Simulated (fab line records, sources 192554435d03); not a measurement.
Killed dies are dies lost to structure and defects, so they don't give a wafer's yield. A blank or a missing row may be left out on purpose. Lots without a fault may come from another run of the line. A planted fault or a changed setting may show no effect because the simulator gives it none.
Chamber matching | flow n5_finfet | N5_BEOL_M10_ALD_74 on ald_metal-03: 4 sister chambers
The step deposits TaN, target thk 2 nm, pulse time 2 s, purge time 3 s. 8 wafers are shown with their chamber, then 10 later ones without.

WAFERS WITH THEIR CHAMBER
wafer  | chamber | heater_power_w (W)
L082.3 | 2       | 454
L084.1 | 2       | 451
L084.3 | 0       | 398
L084.4 | 1       | 443
L084.5 | 3       | 446
L084.6 | 0       | 398
L085.1 | 1       | 449
L085.2 | 3       | 442

WAFERS WITHOUT THEIR CHAMBER
wafer  | heater_power_w (W)
L085.3 | 394
L085.4 | 448
L085.5 | 446
L085.6 | 441
L087.2 | 431
L087.4 | 445
L087.6 | 449
L094.1 | 408
L094.3 | 452
L094.6 | 454

WHICH CHAMBER EACH WENT THROUGH
wafer  | from the rows above          | in truth
L085.3 | 0                            | 0
L085.4 | can't be placed: 1 or 3 or 2 | 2
L085.5 | can't be placed: 1 or 3      | 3
L085.6 | can't be placed: 3 or 1      | 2
L087.2 | can't be placed: 3 or 1      | 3
L087.4 | can't be placed: 1 or 3      | 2
L087.6 | can't be placed: 1 or 2 or 3 | 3
L094.1 | 0                            | 0
L094.3 | can't be placed: 2 or 1      | 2
L094.6 | 2                            | 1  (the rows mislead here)
Placed correctly: 2 of 10. Can't be placed from these rows: 7 (the true chamber is among the candidates in 5). Placed wrongly: 1.
How it was worked out, from the rows above alone: a wafer's distance from a chamber is the root of the sum, over the readings, of the square of ((its reading less the chamber's mean) divided by the reading's scatter). The wafer belongs to the nearest chamber; if the next one is less than 2 further off, it can't be placed. A chamber's mean is the mean of its shown wafers. The scatter: the root of (the sum of the squares of (reading less its chamber's mean) over the shown wafers, divided by (wafers less chambers)).
